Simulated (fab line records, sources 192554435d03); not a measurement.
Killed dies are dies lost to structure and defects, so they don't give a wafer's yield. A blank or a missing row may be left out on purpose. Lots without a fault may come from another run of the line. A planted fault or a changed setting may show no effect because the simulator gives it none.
Chamber matching | flow n5_finfet | N5_HKMG_FIN_HK_ALD_01 on ald_hk-02: 4 sister chambers
The step deposits HfO2, target thk 1.6 nm, pulse time 3 s, purge time 3 s. 4 wafers are shown with their chamber, then 7 later ones without.

WAFERS WITH THEIR CHAMBER
wafer  | chamber | precursor_pulse_height_rel
L075.4 | 1       | 0.940
L079.5 | 3       | 0.999
L090.1 | 2       | 0.997
L090.2 | 0       | 0.989

WAFERS WITHOUT THEIR CHAMBER
wafer  | precursor_pulse_height_rel
L090.5 | 1.002
L092.1 | 1.007
L092.3 | 1.003
L092.6 | 1.040
L095.2 | 1.021
L095.3 | 1.015
L095.6 | 0.989

WHICH CHAMBER EACH WENT THROUGH
wafer  | from the rows above          | in truth
L090.5 | can't be placed: 3 or 2 or 0 | 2
L092.1 | can't be placed: 3 or 2 or 0 | 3
L092.3 | can't be placed: 3 or 2 or 0 | 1
L092.6 | can't be placed: 3 or 2 or 0 | 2
L095.2 | can't be placed: 3 or 2 or 0 | 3
L095.3 | can't be placed: 3 or 2 or 0 | 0
L095.6 | can't be placed: 0 or 2 or 3 | 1
Placed correctly: 0 of 7. Can't be placed from these rows: 7 (the true chamber is among the candidates in 5). Placed wrongly: 0.
How it was worked out, from the rows above alone: a wafer's distance from a chamber is the root of the sum, over the readings, of the square of ((its reading less the chamber's mean) divided by the reading's scatter). The wafer belongs to the nearest chamber; if the next one is less than 2 further off, it can't be placed. A chamber's mean is the mean of its shown wafers. The scatter: with one shown wafer a chamber, the root of the mean of the squares of how far each hidden wafer lies from its nearest shown one.
